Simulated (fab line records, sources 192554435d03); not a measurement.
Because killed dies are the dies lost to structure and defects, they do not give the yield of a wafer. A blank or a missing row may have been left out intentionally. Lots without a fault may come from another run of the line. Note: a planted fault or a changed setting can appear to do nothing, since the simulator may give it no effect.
Lot-split experiment	flow n5_finfet	39 wafers read across 7 lots, on a route 1938 steps long

ABOUT THE SPLIT
At N5_PASSIVATION_PECVD_01 (deposits SiNx from SiH4/NH3/N2, target thk 200 nm, time 43.2 s), the setting time_s was moved away from the recipe's 43.2 s on 12 of the 39 wafers read, by -42.6% to -18.3%. For the rest of the wafers, this setting stayed at what the recipe calls for.

The split's own step is where the reading is taken.

THE READING
SiNx_of_PASSIVATION_PECVD_01.thk_nm (the simulator's own value, which no gauge read), in nm, at N5_PASSIVATION_PECVD_01 (deposits SiNx from SiH4/NH3/N2, target thk 200 nm, time 43.2 s). The file gives no usual value for it. Average 199.0 nm, standard deviation 2.6 nm, over the 27 wafers here run with the recipe.

wafer	tool, chamber at the split	time_s as run, s	against the recipe	SiNx_of_PASSIVATION_PECVD_01.thk_nm, nm	against lot-mates on the recipe
L076.1	pecvd-03, 0	43.2	recipe	199.4	-
L076.2	pecvd-03, 1	24.78	-42.6%	115	-83.9
L076.3	pecvd-03, 2	43.2	recipe	196.6	-
L076.4	pecvd-03, 1	24.78	-42.6%	115.8	-83.1
L076.5	pecvd-03, 0	43.2	recipe	200.6	-
L076.6	pecvd-03, 2	24.78	-42.6%	114.8	-84.1
L082.1	pecvd-02, 1	43.2	recipe	202.4	-
L082.2	pecvd-02, 2	43.2	recipe	199.4	-
L082.3	pecvd-02, 0	28.78	-33.4%	135	-66.3
L082.4	pecvd-02, 0,2	28.78	-33.4%	134.2	-67.1
L082.5	pecvd-02, 0,2	28.78	-33.4%	134.2	-67.1
L082.6	pecvd-02, 1	43.2	recipe	202.2	-
L081.1	pecvd-03, 1	43.2	recipe	195.6	-
L081.2	pecvd-03, 2	43.2	recipe	198.2	-
L081.3	pecvd-03, 0	43.2	recipe	196.2	-
L081.4	pecvd-03, 2	43.2	recipe	202.8	-
L081.5	pecvd-03, 1	43.2	recipe	202.2	-
L081.6	pecvd-03, 0	43.2	recipe	199.8	-
L085.1	pecvd-02, 0	43.2	recipe	199	-
L085.2	pecvd-02, 1	35.29	-18.3%	163	-35.1
L085.3	pecvd-02, 2	43.2	recipe	197	-
L085.4	pecvd-02, 2	43.2	recipe	198.2	-
L085.5	pecvd-02, 0	35.29	-18.3%	166	-32.1
L085.6	pecvd-02, 1	35.29	-18.3%	164.6	-33.5
L091.3	pecvd-03, 2	43.2	recipe	194.6	-
L091.5	pecvd-03, 0	43.2	recipe	198	-
L091.6	pecvd-03, 2	43.2	recipe	202	-
L094.1	pecvd-01, 0	43.2	recipe	198	-
L094.2	pecvd-01, 2	43.2	recipe	194	-
L094.3	pecvd-01, 0	43.2	recipe	200.6	-
L094.4	pecvd-01, 2	43.2	recipe	196.4	-
L094.5	pecvd-01, 2	43.2	recipe	196.4	-
L094.6	pecvd-01, 0	43.2	recipe	199.6	-
L095.1	pecvd-03, 2	32.59	-24.6%	149.4	-51.7
L095.2	pecvd-03, 0	43.2	recipe	199	-
L095.3	pecvd-03, 1	32.59	-24.6%	150.2	-50.9
L095.4	pecvd-03, 1	43.2	recipe	199.4	-
L095.5	pecvd-03, 2	43.2	recipe	205	-
L095.6	pecvd-03, 0	32.59	-24.6%	152.6	-48.5
The file does not say which wafer passed through which chamber wherever a row lists several chambers: such a row stands for several wafers.

THE FIT
A straight line over all 39 wafers: SiNx_of_PASSIVATION_PECVD_01.thk_nm changes by +1.95 nm for each +1% of time_s; r = +1.00; the points scatter about the line by 2.4 nm.
The same after taking each lot's own level away (the mean of its wafers on the recipe; 39 wafers): +1.98 nm for each +1%; r = +1.00; scatter 2.2 nm.
That fit puts the effect of the largest move of time_s on the reading at 84 nm.
The span of the lots' own levels, 197.50 to 201.33 nm, comes to 1.5 times the standard deviation stated above.
The two slopes agree, so the slope changes little with the lot-to-lot level.
Check: -84.4 nm against its lot-mates is what the line predicts for one of the wafers moved furthest among these (-42.6%) when that wafer is left out of the fit. It came out at -83.9 nm against them.

OTHER SPLITS ON THESE WAFERS
These wafers also went through other splits before the reading. Each is held against what the fit with the lots' levels taken away leaves over:
other split on the same wafers	wafers away from the commonest value	r with SiNx_of_PASSIVATION_PECVD_01.thk_nm (lot level and that fit taken away)
N5_BEOL_M11_TRENCH_ETCH_37 time_s	12	+0.14

THE FILE'S OWN FIT
SiNx_of_PASSIVATION_PECVD_01.thk_nm changes by +1.98 nm for each +1% of time_s, r = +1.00.
